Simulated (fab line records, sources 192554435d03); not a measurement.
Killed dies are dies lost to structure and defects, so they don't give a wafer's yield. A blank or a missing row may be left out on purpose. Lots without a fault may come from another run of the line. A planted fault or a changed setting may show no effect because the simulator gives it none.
fab line records | flow n5_finfet
record lots=5 wafers=15 last_day=19
route steps=1938 shown PASSIVATION@1913
lots that met no fault: from a run of the same line without faults
start_h: hours from the record's first day to the start of the lot's first wafer shown | wait_h: hours since the lot's step before | " the same as in the row above | L1.1+2: a row that stands for several wafers | - no value, or no start given | * or withheld: withheld | < > ~ a bound
route shown NAME@n: a module of which the file shows steps, and the number in the route of the first | usual: mean/standard deviation of fault-free wafers | same: alike in all rows | chamber/n: place in a boat | sites: the reading at each site | _std_site: their standard deviation | _edge_site: outer sites' mean less inner sites' | radius_mm: how far each site lies from the wafer's centre | mask NAME#n: copy n | behind: the tool/chamber that last shaped the wafer | hold: why the lot was held/for how many hours/how that ended | device: the transistor (n, p or np) that didn't switch | end of line: the same wafers' tests at the end of the route | a step without rows: its recipe alone | killed: dies lost to structure and defects at the first sort, not the wafer's yield | map: a wafer's dies, x killed, . not, _ none there
set.NAME: the setting as run; set.NAME@STEP: as run at that earlier step | model.NAME: the simulator's own value behind a step, which no gauge read
lots at some steps of the route; a table a step, a row a wafer
services: from which hour (start_h, from the record's first day; less than 0 if before it) a tool's chamber was out of use, for how many hours, and why
## steps
# step N5_PASSIVATION_CLEAN_69
# recipe chemistry=IPA time_s=180 temp_c=25
# columns lot.wafer tool chamber start_h wait_h
L078.2+3+5 wet_bench-01 0,2,7 387.45 0.0
L081.3+4+5 wet_bench-06 4,2,7 403.90 0.0
L083.3+4+6 wet_bench-01 5,6,0 403.98 0.0
L091.1+2+5 wet_bench-01 4,5,3 446.07 0.0
L088.2+3+4 wet_bench-06 2,6,1 456.38 0.0
# step N5_PASSIVATION_SRD_70
# recipe dry=ipa_marangoni time_s=30 temp_c=23 rinse_liquid=diw
# columns lot.wafer tool chamber start_h wait_h
L078.2+3+5 wet_bench-01 0,2,7 387.50 0.0
L081.3+4+5 wet_bench-06 4,2,7 403.95 0.0
L083.3+4+6 wet_bench-01 5,6,0 404.04 0.0
L091.1+2+5 wet_bench-01 4,5,3 446.13 0.0
L088.2+3+4 wet_bench-06 2,6,1 456.43 0.0
# step N5_PASSIVATION_PECVD_53
# recipe material=SiO2 target_thk_a=8000 temp_c=400 precursor=TEOS/O2 pressure_torr=6.5 rf_w=withheld teos_flow_sccm=withheld gas=O2 flow_sccm=2650 time_s=169.4
# columns lot.wafer tool chamber start_h wait_h
L078.2+3+5 pecvd-01 0,2,1 387.56 0.0
L081.3+4+5 pecvd-04 1,0,2 404.00 0.0
L083.3+4+6 pecvd-03 0,0,1 404.09 0.0
L091.1+2+5 pecvd-01 2,1,2 446.18 0.0
L088.2+3+4 pecvd-03 0,1,0 456.48 0.0
# step N5_PASSIVATION_PECVD_35
# recipe material=SiNx target_thk_a=7000 temp_c=400 precursor=SiH4/NH3/N2 pressure_torr=4.9 rf_w=1406 time_s=151.3
# usual heater_power_w=350/140 showerhead_plenum_p_Torr=8.69/0.081 throttle_valve_pct=29.3/1.4
# columns lot.wafer tool chamber start_h wait_h heater_power_w showerhead_plenum_p_Torr throttle_valve_pct
L078.2 pecvd-01 0 387.67 0.1 237 8.63 31.0
L078.3 " 2 " " 210 8.73 27.5
L078.5 " 1 " " 474 8.79 27.8
L081.3 pecvd-04 1 404.11 0.1 398 8.55 30.6
L081.4 " 0 " " 679 8.61 29.8
L081.5 " 2 " " 436 8.71 28.0
L083.3 pecvd-03 0 404.20 0.1 232 8.62 29.8
L083.4 " 0 " " 121 8.63 29.8
L083.6 " 1 " " 298 8.63 30.5
L091.1 pecvd-01 2 446.29 0.1 217 8.71 27.4
L091.2 " 1 " " 440 8.80 27.8
L091.5 " 2 " " 254 8.76 27.8
L088.2 pecvd-03 0 456.64 0.1 147 8.65 29.5
L088.3 " 1 " " 254 8.63 30.7
L088.4 " 0 " " 184 8.64 29.7
# step N5_PASSIVATION_HMDS_37
# recipe time_s=60 temp_c=120
# usual exhaust_pa=45.0/0.9 plate_temp_C=120.03/0.13
# columns lot.wafer tool chamber start_h wait_h exhaust_pa plate_temp_C
L078.2 litho_track-04 0 387.80 0.1 45.0 120.19
L078.3 " 0 " " 45.2 119.94
L078.5 " 0 " " 45.4 120.04
L081.3 litho_track-04 0 404.25 0.1 46.1 119.93
L081.4 " 0 " " 46.1 120.22
L081.5 " 0 " " 45.5 119.97
L083.3 litho_track-03 0 404.33 0.1 44.4 119.87
L083.4 " 0 " " 45.7 119.84
L083.6 " 0 " " 45.0 119.96
L091.1 litho_track-01 0 446.43 0.1 44.9 119.94
L091.2 " 0 " " 44.9 119.83
L091.5 " 0 " " 45.9 120.00
L088.2 litho_track-03 0 456.84 0.1 46.8 119.97
L088.3 " 0 " " 46.7 119.99
L088.4 " 0 " " 46.4 119.92
# step N5_PASSIVATION_COAT_38
# recipe spin_rpm=3000 resist_thk_nm=withheld
# usual exhaust_pa=45.0/1
# columns lot.wafer tool chamber start_h wait_h exhaust_pa
L078.2 litho_track-04 0 - - 45.0
L078.3 " 0 " " 46.7
L078.5 " 0 " " 46.2
L081.3 litho_track-04 0 - - 45.0
L081.4 " 0 " " 45.0
L081.5 " 0 " " 43.6
L083.3 litho_track-03 0 - - 46.8
L083.4 " 0 " " 47.6
L083.6 " 0 " " 46.1
L091.1 litho_track-01 0 - - 45.3
L091.2 " 0 " " 45.7
L091.5 " 0 " " 44.7
L088.2 litho_track-03 0 - - 44.1
L088.3 " 0 " " 43.5
L088.4 " 0 " " 45.6
# step N5_PASSIVATION_EBR_40
# recipe solvent=PGMEA ebr_width_mm=1.5
# usual exhaust_pa=44.9/0.9
# columns lot.wafer tool chamber start_h wait_h exhaust_pa
L078.2 litho_track-04 0 - - 43.8
L078.3 " 0 " " 44.7
L078.5 " 0 " " 43.5
L081.3 litho_track-04 0 - - 43.7
L081.4 " 0 " " 44.8
L081.5 " 0 " " 43.6
L083.3 litho_track-03 0 - - 45.0
L083.4 " 0 " " 44.8
L083.6 " 0 " " 45.6
L091.1 litho_track-01 0 - - 44.5
L091.2 " 0 " " 44.6
L091.5 " 0 " " 43.5
L088.2 litho_track-03 0 - - 46.3
L088.3 " 0 " " 45.5
L088.4 " 0 " " 44.0
# step N5_PASSIVATION_SOFTBAKE_39
# recipe temp_c=110 time_s=120
# usual exhaust_pa=44.9/0.84 plate_temp_C=110.02/0.14
# columns lot.wafer tool chamber start_h wait_h exhaust_pa plate_temp_C
L078.2 litho_track-04 0 - - 45.2 109.99
L078.3 " 0 " " 46.6 109.92
L078.5 " 0 " " 45.2 109.95
L081.3 litho_track-04 0 - - 45.4 109.86
L081.4 " 0 " " 44.7 109.96
L081.5 " 0 " " 45.4 109.97
L083.3 litho_track-03 0 - - 45.6 109.88
L083.4 " 0 " " 46.7 110.01
L083.6 " 0 " " 44.5 110.02
L091.1 litho_track-01 0 - - 45.6 110.09
L091.2 " 0 " " 44.4 110.03
L091.5 " 0 " " 44.3 110.23
L088.2 litho_track-03 0 - - 43.6 109.93
L088.3 " 0 " " 44.8 110.13
L088.4 " 0 " " 44.1 109.94
# step N5_PASSIVATION_EXPOSE_41
# recipe mask_id=PASS_OPEN na=0.55 defocus_nm=0 source_shape=conventional sigma_outer=0.8 polarization=unpolarized target_cd_nm=40000 dose_mj=57.25
# columns lot.wafer tool chamber start_h wait_h mask
L078.2+3+5 krf_scanner-01 0 388.05 - PASS_OPEN#0
L081.3+4+5 krf_scanner-02 0 404.50 - PASS_OPEN#0
L083.3+4+6 krf_scanner-01 0 404.67 - PASS_OPEN#0
L091.1+2+5 krf_scanner-01 0 446.54 - PASS_OPEN#0
L088.2+3+4 krf_scanner-01 0 456.98 - PASS_OPEN#0
# step N5_PASSIVATION_PEB_42
# recipe peb_temp_c=withheld peb_time_s=*
# usual exhaust_pa=45.2/0.83
# columns lot.wafer tool chamber start_h wait_h exhaust_pa
L078.2 litho_track-04 0 388.11 0.0 45.1
L078.3 " 0 " " 44.6
L078.5 " 0 " " 45.0
L081.3 litho_track-01 0 404.55 0.0 45.1
L081.4 " 0 " " 45.5
L081.5 " 0 " " 47.0
L083.3 litho_track-01 0 404.71 0.0 45.4
L083.4 " 0 " " 44.6
L083.6 " 0 " " 43.5
L091.1 litho_track-04 0 446.60 0.1 46.2
L091.2 " 0 " " 48.0
L091.5 " 0 " " 46.1
L088.2 litho_track-03 0 457.04 0.0 46.2
L088.3 " 0 " " 46.1
L088.4 " 0 " " 46.6
# step N5_PASSIVATION_DEVELOP_43
# recipe develop_time_s=60 rinse_liquid=diw dry=air_spin dev_temp_c=21
# usual exhaust_pa=45.0/0.87
# columns lot.wafer tool chamber start_h wait_h exhaust_pa
L078.2 litho_track-04 0 - - 45.6
L078.3 " 0 " " 44.6
L078.5 " 0 " " 44.7
L081.3 litho_track-01 0 - - 45.1
L081.4 " 0 " " 43.4
L081.5 " 0 " " 42.9
L083.3 litho_track-01 0 - - 44.8
L083.4 " 0 " " 45.9
L083.6 " 0 " " 45.5
L091.1 litho_track-04 0 - - 45.3
L091.2 " 0 " " 45.9
L091.5 " 0 " " 45.9
L088.2 litho_track-03 0 - - 45.9
L088.3 " 0 " " 45.9
L088.4 " 0 " " 45.0
# step N5_PASSIVATION_HARDBAKE_45
# recipe temp_c=130 time_s=120
# usual exhaust_pa=45.1/0.91 plate_temp_C=130.01/0.13
# columns lot.wafer tool chamber start_h wait_h exhaust_pa plate_temp_C
L078.2 litho_track-04 0 - - 45.1 129.99
L078.3 " 0 " " 43.8 129.90
L078.5 " 0 " " 43.7 129.97
L081.3 litho_track-01 0 - - 46.5 130.16
L081.4 " 0 " " 45.1 130.01
L081.5 " 0 " " 44.6 129.75
L083.3 litho_track-01 0 - - 43.9 130.12
L083.4 " 0 " " 45.0 129.89
L083.6 " 0 " " 44.7 130.16
L091.1 litho_track-04 0 - - 43.3 130.26
L091.2 " 0 " " 44.2 130.08
L091.5 " 0 " " 44.4 130.03
L088.2 litho_track-03 0 - - 44.0 130.09
L088.3 " 0 " " 44.3 129.96
L088.4 " 0 " " 44.4 130.00
# step N5_PASSIVATION_CD_MEAS_44
# recipe target_cd_nm=40000 landing_energy_ev=500 detector=se_inlens
# usual cd_nm=39995/4.5
# columns lot.wafer tool chamber start_h wait_h cd_nm
L078.2 cd_sem-01 0 388.23 - 39995
L078.3 " 0 " " 40000
L078.5 " 0 " " 39996
L081.3 cd_sem-02 0 404.67 - 39995
L081.4 " 0 " " 39989
L081.5 " 0 " " 39989
L083.3 cd_sem-03 0 404.84 - 40001
L083.4 " 0 " " 39999
L083.6 " 0 " " 39998
L091.1 cd_sem-01 0 446.72 - 39996
L091.2 " 0 " " 40003
L091.5 " 0 " " 39990
L088.2 cd_sem-03 0 457.16 - 39992
L088.3 " 0 " " 39991
L088.4 " 0 " " 40001
# step N5_PASSIVATION_OVL_MEAS_66
# recipe points_per_wafer=44
# usual PASS_OPEN_OVL=6/6.2
# columns lot.wafer tool chamber start_h wait_h PASS_OPEN_OVL[nm]
L078.2 overlay-01 0 388.25 0.0 10
L078.3 " 0 " " 8
L078.5 " 0 " " 13
L081.3 overlay-01 0 404.71 0.0 -6
L081.4 " 0 " " -10
L081.5 " 0 " " 4
L083.3 overlay-01 0 404.86 0.0 4
L083.4 " 0 " " 1
L083.6 " 0 " " 8
L091.1 overlay-01 0 446.75 0.0 -6
L091.2 " 0 " " -1
L091.5 " 0 " " 8
L088.2 overlay-01 0 457.18 0.0 11
L088.3 " 0 " " 9
L088.4 " 0 " " 2
# step N5_PASSIVATION_INSPECT_67
# recipe mode=adi inspect_instrument=macro
# usual raw_defect_count=1.9/1.6
# columns lot.wafer tool chamber start_h wait_h raw_defect_count
L078.2 defect_inspect-02 - 388.28 0.0 4
L078.3 " - " " 1
L078.5 " - " " 1
L081.3 defect_inspect-02 - 404.73 0.0 4
L081.4 " - " " 0
L081.5 " - " " 2
L083.3 defect_inspect-02 - 404.89 0.0 3
L083.4 " - " " 3
L083.6 " - " " 1
L091.1 defect_inspect-01 - 446.77 0.0 3
L091.2 " - " " 1
L091.5 " - " " 1
L088.2 defect_inspect-02 - 457.21 0.0 2
L088.3 " - " " 0
L088.4 " - " " 3
# step N5_PASSIVATION_DESCUM_46
# recipe chemistry=O2 time_s=7.9 source_power_w=50 bias_power_w=20 pressure_mtorr=20 rf_frequency_hz=2.712e+07 temp_c=40 o2_flow_sccm=225
# usual drypump_motor_current_A=5.9/0.43 oes_product_au=0.80/0.067 rf_vpp_V=243.5/1.2 showerhead_plenum_p_Torr=2.11/0.063 throttle_valve_pct=20.38/0.2
# columns lot.wafer tool chamber start_h wait_h drypump_motor_current_A oes_product_au rf_hours_counter_h rf_vpp_V showerhead_plenum_p_Torr throttle_valve_pct
L078.2 rie_diel-05 0 388.34 0.1 5.7 0.73 136 245.6 2.19 20.19
L078.3 " 3 " " 6.7 0.78 105 243.8 2.22 20.53
L078.5 " 0 " " 5.7 0.73 - 245.2 2.19 20.19
L081.3 rie_diel-05 1 404.78 0.0 6.2 0.80 107 245.6 2.20 20.69
L081.4 " 2 " " 5.8 0.77 132 243.1 2.07 20.18
L081.5 " 3 " " 6.7 0.77 - 244.8 2.22 20.53
L083.3 rie_diel-01 2 404.98 0.1 5.5 0.92 15 243.2 2.04 19.96
L083.4 " 0 " " 6.2 0.73 - 245.1 2.17 20.42
L083.6 " 2 " " 5.5 0.93 - 243.3 2.04 19.96
L091.1 rie_diel-01 0 446.81 0.0 6.2 0.72 190 245.2 2.16 20.46
L091.2 " 1 " " 5.9 0.82 77 242.5 2.05 20.67
L091.5 " 1 " " 5.9 0.82 - 242.9 2.05 20.69
L088.2 rie_diel-01 1 457.24 0.0 5.9 0.82 82 242.8 2.05 20.70
L088.3 " 3 " " 6.4 0.94 16 241.9 2.06 20.11
L088.4 " 0 " " 6.2 0.71 194 245.4 2.16 20.46
# step N5_PASSIVATION_PASS_ETCH_47
# recipe chemistry=CF4/O2 target=SiNx target_depth_a=7700 time_s=385 ion_energy_ev=100 pressure_mtorr=40 source_w=535 bias_w=49 Ar_flow_sccm=100 cf4_flow_sccm=100 O2_flow_sccm=10
# usual cf4_flow_sccm=100.01/0.29 drypump_motor_current_A=5.9/0.44 mfc_ar_sccm=100.0/0.31 oes_product_au=0.80/0.064 rf_vpp_V=241/9.1 showerhead_plenum_p_Torr=2.22/0.056 throttle_valve_pct=15.81/0.16
# columns lot.wafer tool chamber start_h wait_h cf4_flow_sccm drypump_motor_current_A mfc_ar_sccm oes_product_au rf_hours_counter_h rf_vpp_V showerhead_plenum_p_Torr throttle_valve_pct
L078.2 rie_diel-05 0 388.37 0.0 99.78 5.7 99.7 0.75 136 235 2.29 15.66
L078.3 " 3 " " 100.41 6.7 99.9 0.79 105 241 2.30 15.72
L078.5 " 0 " " 99.99 5.7 99.8 0.75 - 233 2.29 15.67
L081.3 rie_diel-05 1 404.82 0.0 99.77 6.2 99.8 0.80 107 255 2.31 16.01
L081.4 " 2 " " 99.44 5.8 99.9 0.77 132 242 2.21 15.84
L081.5 " 3 " " 99.93 6.7 99.8 0.78 - 241 2.30 15.73
L083.3 rie_diel-01 2 405.02 0.0 100.20 5.5 99.7 0.92 15 247 2.16 15.49
L083.4 " 0 " " 100.55 6.2 100.3 0.74 - 236 2.29 15.91
L083.6 " 2 " " 100.15 5.5 100.1 0.92 - 246 2.16 15.47
L091.1 rie_diel-01 0 446.84 0.0 100.09 6.2 99.9 0.73 190 238 2.28 15.96
L091.2 " 1 " " 99.87 6.0 99.9 0.81 77 244 2.15 15.90
L091.5 " 1 " " 100.04 5.9 99.7 0.81 - 244 2.15 15.89
L088.2 rie_diel-01 1 457.28 0.0 100.16 5.9 100.3 0.81 82 245 2.15 15.92
L088.3 " 3 " " 99.32 6.4 99.6 0.92 16 245 2.16 15.39
L088.4 " 0 " " 99.97 6.2 100.0 0.72 194 237 2.28 15.97
# step N5_PASSIVATION_ETCH_54
# recipe chemistry=CHF3/O2 target=SiO2 target_depth_a=8800 CHF3_flow_sccm=50 O2_flow_sccm=5 Ar_flow_sccm=200 time_s=440 mask_material=PR pressure_mtorr=30 source_w=650 bias_w=170 ion_energy_ev=200
# usual drypump_motor_current_A=5.9/0.44 mfc_ar_sccm=200.0/0.63 oes_product_au=0.80/0.064 rf_vpp_V=524/19 showerhead_plenum_p_Torr=2.43/0.073 throttle_valve_pct=18.73/0.19
# columns lot.wafer tool chamber start_h wait_h drypump_motor_current_A mfc_ar_sccm oes_product_au rf_hours_counter_h rf_vpp_V showerhead_plenum_p_Torr throttle_valve_pct
L078.2 rie_diel-05 0 388.60 0.1 5.7 200.3 0.74 136 507 2.51 18.59
L078.3 " 3 " " 6.7 199.9 0.78 105 523 2.54 18.80
L078.5 " 0 " " 5.7 201.0 0.74 - 508 2.51 18.56
L081.3 rie_diel-05 1 405.04 0.1 6.2 200.2 0.79 107 554 2.52 18.96
L081.4 " 2 " " 5.8 199.9 0.77 133 525 2.40 18.64
L081.5 " 3 " " 6.7 200.1 0.78 - 524 2.54 18.79
L083.3 rie_diel-01 2 405.25 0.1 5.5 199.6 0.91 16 535 2.37 18.47
L083.4 " 0 " " 6.2 199.3 0.73 - 514 2.53 18.97
L083.6 " 2 " " 5.5 199.7 0.91 - 535 2.37 18.46
L091.1 rie_diel-01 0 447.07 0.1 6.2 201.1 0.73 190 517 2.52 19.02
L091.2 " 1 " " 5.9 199.8 0.81 77 531 2.32 18.73
L091.5 " 1 " " 5.9 200.6 0.81 - 530 2.32 18.75
L088.2 rie_diel-01 1 457.50 0.1 5.9 199.6 0.81 82 530 2.32 18.74
L088.3 " 3 " " 6.4 200.7 0.93 16 533 2.36 18.38
L088.4 " 0 " " 6.2 199.9 0.71 195 517 2.52 19.01
# step N5_PASSIVATION_STRIP_48
# recipe chemistry=O2 power_w=600 temp_c=60 pressure_mtorr=30 rf_frequency_hz=6e+07 bias_power_w=0 overash_fraction=0.5 o2_flow_sccm=225
# usual drypump_motor_current_A=5.9/0.44 oes_product_au=0.80/0.066 rf_vpp_V=3.8/2.6 showerhead_plenum_p_Torr=2.11/0.062 throttle_valve_pct=16.61/0.17
# columns lot.wafer tool chamber start_h wait_h drypump_motor_current_A oes_product_au rf_hours_counter_h rf_vpp_V showerhead_plenum_p_Torr throttle_valve_pct
L078.2 rie_diel-05 0 388.89 0.1 5.7 0.74 136 0.8 2.19 16.46
L078.3 " 3 " " 6.7 0.79 105 2.4 2.23 16.71
L078.5 " 0 " " 5.7 0.75 - 3.1 2.19 16.50
L081.3 rie_diel-05 1 405.33 0.1 6.2 0.79 107 1.2 2.20 16.91
L081.4 " 2 " " 5.7 0.77 133 4.2 2.08 16.57
L081.5 " 3 " " 6.8 0.77 - 6.3 2.23 16.71
L083.3 rie_diel-01 2 405.54 0.1 5.6 0.92 16 3.5 2.04 16.26
L083.4 " 0 " " 6.2 0.72 - 7.7 2.17 16.66
L083.6 " 2 " " 5.5 0.92 - 4.4 2.04 16.25
L091.1 rie_diel-01 0 447.36 0.1 6.2 0.74 190 2.5 2.17 16.70
L091.2 " 1 " " 6.0 0.83 77 3.4 2.06 16.89
L091.5 " 1 " " 5.9 0.81 - 2.5 2.06 16.79
L088.2 rie_diel-01 1 457.79 0.1 6.0 0.79 82 1.9 2.05 16.83
L088.3 " 3 " " 6.5 0.97 16 3.1 2.07 16.28
L088.4 " 0 " " 6.2 0.71 195 2.8 2.16 16.71
# step N5_PASSIVATION_STRIP_52
# recipe chemistry=post_etch_residue_remover time_s=1200 temp_c=72.5
# usual bath_guard_temp_C=72.5/0.49
# columns lot.wafer tool chamber start_h wait_h bath_guard_temp_C
L078.2 wet_bench-04 5 388.96 - 72.7
L078.3 " 3 " " 72.7
L078.5 " 6 " " 72.4
L081.3 wet_bench-01 6 405.40 - 72.3
L081.4 " 2 " " 73.0
L081.5 " 3 " " 72.9
L083.3 wet_bench-06 4 405.60 - 72.0
L083.4 " 1 " " 72.2
L083.6 " 0 " " 73.3
L091.1 wet_bench-06 7 447.43 - 71.4
L091.2 " 4 " " 72.4
L091.5 " 1 " " 71.8
L088.2 wet_bench-01 2 457.86 - 73.1
L088.3 " 1 " " 73.3
L088.4 " 0 " " 73.0
# step N5_PASSIVATION_CLEAN_71
# recipe chemistry=IPA time_s=180 temp_c=25
# columns lot.wafer tool chamber start_h wait_h
L078.2+3+5 wet_bench-04 5,3,6 389.29 0.0
L081.3+4+5 wet_bench-01 6,2,3 405.73 0.0
L083.3+4+6 wet_bench-06 4,1,0 405.94 0.0
L091.1+2+5 wet_bench-06 7,4,1 447.76 0.0
L088.2+3+4 wet_bench-01 2,1,0 458.19 0.0
# step N5_PASSIVATION_SRD_72
# recipe dry=ipa_marangoni time_s=30 temp_c=23 rinse_liquid=diw
# columns lot.wafer tool chamber start_h wait_h
L078.2+3+5 wet_bench-04 5,3,6 389.34 0.0
L081.3+4+5 wet_bench-01 6,2,3 405.79 0.0
L083.3+4+6 wet_bench-06 4,1,0 405.99 0.0
L091.1+2+5 wet_bench-06 7,4,1 447.81 0.0
L088.2+3+4 wet_bench-01 2,1,0 458.25 0.0
# step N5_PASSIVATION_ANNEAL_56
# recipe temp_c=400 time_s=1800 ambient=FGA idle_temp_c=300 ramp_up_c_per_min=5 ramp_down_c_per_min=3
# usual spike_tc_lower_C=399.0/1.4
# columns lot.wafer tool chamber start_h wait_h spike_tc_lower_C
L078.2 furnace-03 0 389.39 0.0 399.0
L078.3 " 0 " " 396.8
L078.5 " 0 " " 399.3
L081.3 furnace-03 0 405.83 0.0 396.5
L081.4 " 0 " " 399.0
L081.5 " 0 " " 399.2
L083.3 furnace-02 0 406.03 0.0 399.9
L083.4 " 0 " " 400.7
L083.6 " 0 " " 399.5
L091.1 furnace-03 0 447.86 0.0 399.5
L091.2 " 0 " " 398.8
L091.5 " 0 " " 398.1
L088.2 furnace-01 0 460.15 1.9 397.9
L088.3 " 0 " " 397.4
L088.4 " 0 " " 397.5
## services
# columns tool chamber start_h hours kind
pecvd-04 - 364.73 5.5 pm
wet_bench-01 - 370.85 1.7 repair
pecvd-01 - 371.26 1.8 repair
krf_scanner-02 0 371.54 - calibration
pecvd-04 2 373.85 5.0 scheduled_down
rie_diel-01 3 377.91 - clean
rie_diel-01 3 377.91 - consumable_replace:focus_ring
rie_diel-01 3 377.91 30.8 scheduled_down
rie_diel-01 3 377.91 30.8 vent_cycle
krf_scanner-01 - 378.50 1.3 pm
krf_scanner-02 - 385.11 1.0 pm
krf_scanner-02 - 405.08 0.3 repair
rie_diel-05 - 410.63 0.9 repair
pecvd-04 0 414.13 6.0 repair
pecvd-01 - 415.89 5.5 pm
krf_scanner-02 - 418.84 0.8 pm
furnace-02 - 425.54 6.6 repair
krf_scanner-02 - 431.92 1.3 pm
rie_diel-01 3 432.33 4.8 repair
pecvd-03 2 444.22 19.8 repair
rie_diel-05 1 452.35 1.3 repair
furnace-03 - 455.81 7.3 repair
pecvd-04 - 460.11 6.0 pm
## key
fault none
